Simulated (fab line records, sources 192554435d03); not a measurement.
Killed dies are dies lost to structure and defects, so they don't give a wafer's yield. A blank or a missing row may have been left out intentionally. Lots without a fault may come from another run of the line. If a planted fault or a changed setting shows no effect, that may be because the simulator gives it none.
Lot-split experiment    flow n5 finfet    7 lots, 21 wafers read, on a route of 1938 steps

## SPLIT DETAILS
At N5_PASSIVATION_SPUTTER_20 (material TaN, target thk 50 nm), the setting target thk a was moved away from the recipe's 500 angstrom on 8 of the 21 wafers read, by -8.9% to +10.9%. This setting was run at the recipe's value on the other wafers.

Reading taken at the split's own step.

## THE READING
TaN_of_PASSIVATION_SPUTTER_20.thk nm (the simulator's own value, which no gauge read), in nm, at N5_PASSIVATION_SPUTTER_20 (material TaN, target thk 50 nm). There is no usual value for it anywhere in the file. Here, 13 wafers ran the recipe; their average is 49.8 nm with a standard deviation of 0.69 nm.

wafer   tool, chamber at the split  target thk a as run, angstrom  against the recipe  TaN_of_PASSIVATION_SPUTTER_20.thk nm, nm  against lot-mates on the recipe
L075.2  pvd sputter-02, -           500                            recipe              50                                        -
L075.3  pvd sputter-02, -           500                            recipe              50.2                                      -
L075.6  pvd sputter-02, -           500                            recipe              49.6                                      -
L083.1  pvd sputter-03, -           554.3                          +10.9%              54.2                                      +4.4
L083.4  pvd sputter-03, -           500                            recipe              49.8                                      -
L083.5  pvd sputter-03, -           554.3                          +10.9%              55.4                                      +5.6
L086.3  pvd sputter-01, -           481.6                          -3.7%               47.2                                      -1.8
L086.5  pvd sputter-01, -           500                            recipe              49                                        -
L086.6  pvd sputter-01, -           481.6                          -3.7%               47                                        -2.0
L087.2  pvd sputter-02, -           500                            recipe              48.8                                      -
L087.3  pvd sputter-02, -           500                            recipe              49.4                                      -
L087.6  pvd sputter-02, -           554.3                          +10.9%              54.4                                      +5.3
L091.2  pvd sputter-01, -           500                            recipe              49.2                                      -
L091.3  pvd sputter-01, -           500                            recipe              49                                        -
L091.5  pvd sputter-01, -           455.7                          -8.9%               44.2                                      -4.9
L093.2  pvd sputter-03, -           534.4                          +6.9%               54.4                                      +3.6
L093.5  pvd sputter-03, -           534.4                          +6.9%               53.8                                      +3.0
L093.6  pvd sputter-03, -           500                            recipe              50.8                                      -
L095.2  pvd sputter-03, -           500                            recipe              50.6                                      -
L095.3  pvd sputter-03, -           500                            recipe              50                                        -
L095.6  pvd sputter-03, -           500                            recipe              51                                        -

FIT RESULTS
A straight line over all 21 wafers: TaN_of_PASSIVATION_SPUTTER_20.thk nm changes by +0.528 nm for each +1% of target thk a; r = +0.96; the points scatter about the line by 0.78 nm.
The same after taking each lot's own level away (the mean of its wafers on the recipe; 21 wafers): +0.489 nm for each +1%; r = +0.99; scatter 0.34 nm.
On that fit, the largest move of target thk a shifts the reading by 5.3 nm.
Across the lots, their own levels run from 49.00 to 50.80 nm, a range of 2.6 times the standard deviation given above.
The two slopes agree, so the slope changes little with the lot-to-lot level.
Check: with one of the wafers moved furthest among these (+10.9%) left out of the fit, the line predicts +5.48 nm for it against its lot-mates. Against them it came out at +4.4 nm.

## OTHER SPLITS ON THESE WAFERS
Note: prior to the reading, these wafers also went through further splits. Each is held against what the fit with the lots' levels taken away leaves over:
other split on the same wafers     wafers away from the commonest value  r with TaN_of_PASSIVATION_SPUTTER_20.thk nm (lot level and that fit taken away)
N5_BEOL_M14_ETCH_68 time s         5                                     -0.10
N5_BEOL_M15_ETCH_61 time s         5                                     -0.55
N5_PASSIVATION_VIA_ETCH_13 bias w  7                                     -0.41

## FILE'S OWN FIT
TaN_of_PASSIVATION_SPUTTER_20.thk nm changes by +0.493 nm for each +1% of target thk a, r = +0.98.
